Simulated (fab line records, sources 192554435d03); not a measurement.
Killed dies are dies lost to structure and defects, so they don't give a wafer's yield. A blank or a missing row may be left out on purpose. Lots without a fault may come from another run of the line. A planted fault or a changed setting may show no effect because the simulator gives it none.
Problem report in the 8D (eight disciplines) form, filled by code | flow n5_finfet | the parts of the form that need people (team, actions taken, sign-off) are left out

1. THE PROBLEM
CJ_N at N5_BEOL_M4_RC_MEAS_101 reads a mean of 3.16 on 4 wafers of 3 lots; wafers without a fault read 4.36 with a standard deviation of 0.078. That is -15 standard deviations from the usual mean.
First seen on wafer L829.3, day 10 02:28, on prober-02. The record holds 28 wafers of 10 lots with a number at this step. Rule for "out", or "out of limits": more than 4 standard deviations from the usual mean. The other wafers with a number count as sound.

2. WHAT IT IS AND WHAT IT IS NOT
question                    | is                             | is not
which readings at this step | CJ_N, CJ_P, RS_PWELL           | DIBL_P, IOFF_P, ION_N, ION_P, SS_P, VT_P
which lots                  | L829, L830, L832               | L822, L823, L824, L825, L827, L828, L838
which wafers of those lots  | L829.3, L830.1, L830.3, L832.1 | L829.2, L830.2, L832.5
read on which gauges        | prober-02                      | prober-01
when                        | from day 10 02:28              | up to then (19 sound wafers); but 5 sound wafers of L830, L832, L838 came after

3. SUSPECTS, AND WHAT RULES EACH OUT
Counting: a tool at a process step up to the reading stays a suspect if it ran every lot that is out. Sound lots after the first of them don't rule it out here, since some wafers of a struck lot are sound.
- the gauge at N5_BEOL_M4_RC_MEAS_101: kept. All the wafers that are out were read on prober-02, and no step on other tools shows them out.
- epi_rpcvd-03 at N5_WELL_APT_EPI_41 (deposits Si from SiH4/H2, target thk 50 nm, time 297.7 s): kept. It ran every lot that is out, first L829 (day 3 16:15); its last sound lot up to then is L828 (day 3 10:19).
Left after counting: epi_rpcvd-03 at N5_WELL_APT_EPI_41, prober-02 at N5_BEOL_M4_RC_MEAS_101.

4. THE CAUSE (what the simulator had put in)
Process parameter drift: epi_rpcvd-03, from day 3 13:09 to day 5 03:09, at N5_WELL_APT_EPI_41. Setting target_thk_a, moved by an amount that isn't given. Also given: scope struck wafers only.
Counting left 2 suspects, and this tool is among them.

5. THE CHAIN OF EFFECTS, in route order
Each row: a reading whose mean over the struck wafers that have a number lies more than 3 standard deviations from the usual. Only readings for which the record gives a usual standard deviation are gone through. hours: the time from each lot's start at the first step in this table that gives one to its start at this step, as a median over the lots. sigmas: the change in usual standard deviations.
hours | step                   | reading  | usual       | on struck wafers | change | sigmas
0     | N5_BEOL_M4_RC_MEAS_101 | CJ_N     | 4.36        | 3.16             | -1.20  | -15
0     | N5_BEOL_M4_RC_MEAS_101 | CJ_P     | 5.77        | 4.72             | -1.04  | -7.5
0     | N5_BEOL_M4_RC_MEAS_101 | RS_PWELL | 3013 ohm/sq | 2861             | -152   | -6.6
Later measuring or inspecting steps at which every struck wafer that the step has a row for has a number for every such reading, and none has moved that far: N5_BEOL_M5_THK_MEAS_01.

6. WHAT WOULD HAVE CAUGHT IT SOONER
In this record the first reading out of limits at a measuring or inspecting step was taken at day 10 02:28, 157 hours after the fault began at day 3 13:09.
Of the tool readings at N5_WELL_APT_EPI_41 for which the record gives a usual standard deviation, none was out on any struck wafer, so an alarm limit of 4 standard deviations on them would not have fired.
All the lots that are out (3) had begun N5_WELL_APT_EPI_41 on epi_rpcvd-03 by day 10 02:28. A hold on the tool at that time would have spared none of them.
